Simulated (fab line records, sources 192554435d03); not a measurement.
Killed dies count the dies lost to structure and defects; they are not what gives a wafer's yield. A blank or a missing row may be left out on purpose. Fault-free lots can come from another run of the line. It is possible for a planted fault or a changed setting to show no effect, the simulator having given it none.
A lot that was struck, set against a sound lot ; flow n5_finfet ; 40 out of 1938 route steps
Sound: wafers L430.1, L430.5, L430.6. Struck: wafer L445.1. (L445.4, L445.5 of the same lot were not struck and are left out.) The cause comes at the end.
For every step that has rows: the tool of each side, followed by ch and its chambers, followed by its first start. Under that, the readings that differ: sound wafers ; struck wafers ; difference of the means ; sigmas: that difference in standard deviations of wafers without a fault.
alike: words and numbers the same on both sides, and readings whose means are apart by under 2 such deviations; not compared: readings that were withheld, readings missing a value for some wafer, numbers with overlapping values and no deviation given by the record, and bounds like >300 which may hide the same value.
Wherever a step has rows on one side only, a row that says differs or no value, or a row with sigmas, the two part there. Numbers that don't overlap but have no deviation are shown without sigmas and don't part them. A reading that every wafer of one side lacks parts them only if that side has two wafers or more.

first, 10 steps without rows for these wafers: N5_HKMG_FIN_CMP_23 (polishes, stops on SiNx, t overpolish 10 s, target thk 46.326 nm); N5_HKMG_FIN_CMP_94 (polishes, stops on SiNx, t overpolish 4.7 s, target thk 43.299 nm); N5_GATE_CUT_ETCHBACK_00 (etches W in SF6/Cl2); N5_GATE_CUT_ETCH_56 (etches TiN in Cl2/Ar, target depth 21.6 nm); N5_GATE_CUT_ETCHBACK_30 (etches TiN in Cl2/Ar, target depth 3 nm); N5_GATE_CUT_VAPOR_ETCH_60 (etches HfO2 in BCl3/Cl2); N5_GATE_CUT_ETCH_58 (etches SiNx in CH3F/O2, target depth 17 nm, time 128.6 s); N5_GATE_CUT_STRIP_59 (strips in N2/H2, time 20 s); N5_GATE_CUT_PRECLEAN_31 (cleans in DIW, time 300 s); N5_GATE_CUT_SRD_32 (time 30 s).
N5_GATE_CUT_SAC_CAP_01: material SiNx, target thk 24 nm, pulse time 1 s, ald cycles 480.
  sound on ald_sin-03 ch 0,1,2, day 4 07:35; struck on ald_sin-03 ch 0, day 8 03:00
reading;sound;struck;difference;sigmas
ald_cycles;480 480 480;322;-158;
model.SiNx_of_GATE_CUT_SAC_CAP_01.thk_nm (nm);24 24 24;16.2;-7.8;
  alike: heater_power_w, precursor_pulse_height_rel
then, 25 steps without rows for these wafers: N5_GATE_CUT_PECVD_57 (deposits SiNx from SiH4/NH3/N2, target thk 21 nm); N5_GATE_CUT_CMP_02 (polishes, stops on SiO2, t overpolish 12.7 s, target thk 0 nm); N5_GATE_CUT_HM_DEP_46 (deposits SiO2 from TEOS/O2, target thk 130 nm, time 26.6 s); N5_GATE_CUT_COAT_34 (time 60 s, resist thk 60 nm); N5_GATE_CUT_COAT_35 (time 60 s, resist thk 10 nm); N5_GATE_CUT_COAT_27 (time 60 s, resist thk 10 nm); N5_GATE_CUT_COAT_07 (resist thk 30 nm); N5_GATE_CUT_EBR_09; N5_GATE_CUT_SOFTBAKE_08 (time 60 s); N5_GATE_CUT_EXPOSE_10 (exposes mask GATE CUT, target cd 20 nm); N5_GATE_CUT_PEB_11 (peb time 60 s); N5_GATE_CUT_DEVELOP_12 (develop time 30 s); N5_GATE_CUT_DESCUM_18 (chemistry O2, time 7 s); N5_GATE_CUT_ETCH_28 (etches underlayer in N2/H2, target depth 13 nm, time 10.4 s); N5_GATE_CUT_ETCH_36 (etches SiARC in CF4, target depth 13 nm, time 21.7 s); N5_GATE_CUT_ETCH_37 (etches SOC in N2/H2, target depth 60 nm, overetch 12 nm, time 90 s); N5_GATE_CUT_STRIP_38 (strips in N2/H2); N5_GATE_CUT_STRIP_39 (strips in N2/H2); N5_GATE_CUT_HM_OPEN_40 (chemistry C4F6/O2, target SiO2, target depth 139 nm, time 85.1 s); N5_GATE_CUT_STRIP_41 (strips in CF4); N5_GATE_CUT_STRIP_42 (strips in O2); N5_GATE_CUT_ETCH_19 (etches SiNx in CH3F/O2, target depth 53.7 nm, time 76.7 s); N5_GATE_CUT_CUT_ETCH_53 (etches W in SF6/Cl2, target depth 79.2 nm); N5_GATE_CUT_CUT_ETCH_54 (etches TiN in Cl2/BCl3, target depth 96.7 nm); N5_GATE_CUT_CUT_ETCH_55 (etches HfO2 in BCl3, target depth 3.2 nm).
N5_MOL_CONTACT_COAG_CMP_28: polishes, stops on SiNx, t overpolish 0.85 s, target thk 14.522 nm.
  sound on cmp-03 ch 1,2,3, day 5 00:08; struck on cmp-02 ch 1, day 8 20:58
reading;sound;struck;difference;sigmas
model.SiNx_of_GATE_CUT_SAC_CAP_01.thk_nm (nm);18 18 18;12;-6;
  alike: motor_current_A, time_to_endpoint_s
N5_MOL_CONTACT_COAG_THK_MEAS_29:
  sound: film_metro-01 at day 5 00:19; struck: film_metro-02 at day 8 21:14
reading;sound;struck;difference;sigmas
MD_CAP_THK (nm);17.90 18.00 17.93;12.02;-5.92;-72
N5_MOL_CONTACT_COAG_ETCH_47: etches SiNx in CH3F/O2, stops on W, target depth 27 nm.
  sound on rie_diel-06 ch 0,1,3, day 5 04:20; struck on rie_diel-04 ch 0, day 8 23:42
reading;sound;struck;difference;sigmas
etch_rf_on_time_s (s);31.8 30.5 31.3;21.3;-9.9;-15
model.etch.t_clear_s (s);26.5 25.44 26.1;17.75;-8.26;
model.MOL_CONTACT_COAG.feature_depth_nm (nm);18.6 18.6 18.6;12.4;-6.2;
model.etch.depth_nm (nm);17.91 17.95 17.98;12.04;-5.91;
  alike: drypump_motor_current_A, oes_product_au, rf_vpp_V, showerhead_plenum_p_Torr, throttle_valve_pct
  not compared: rf_hours_counter_h
-- the record jumps here: 3 days lie between the struck wafers' starts before and after (it left off in module MOL_CONTACT_COAG and takes up again in module BEOL_M4, whose first step shown is number 1111 of the route) --
N5_BEOL_M4_RC_MEAS_101:
  sound on prober-02 ch 0, day 7 19:55; struck on prober-01 ch 0, day 12 00:52
  alike: DIBL_N, DIBL_P, IOFF_N, IOFF_P, ION_N, ION_P, SS_N, SS_P, VT_N, VT_P

## WHERE THEY PART
Earliest at N5_MOL_CONTACT_COAG_THK_MEAS_29; latest, in this record, at N5_MOL_CONTACT_COAG_ETCH_47. Later steps at which nothing parts them and some readings are alike: N5_BEOL_M4_RC_MEAS_101.

WHY: whatever the simulator had introduced
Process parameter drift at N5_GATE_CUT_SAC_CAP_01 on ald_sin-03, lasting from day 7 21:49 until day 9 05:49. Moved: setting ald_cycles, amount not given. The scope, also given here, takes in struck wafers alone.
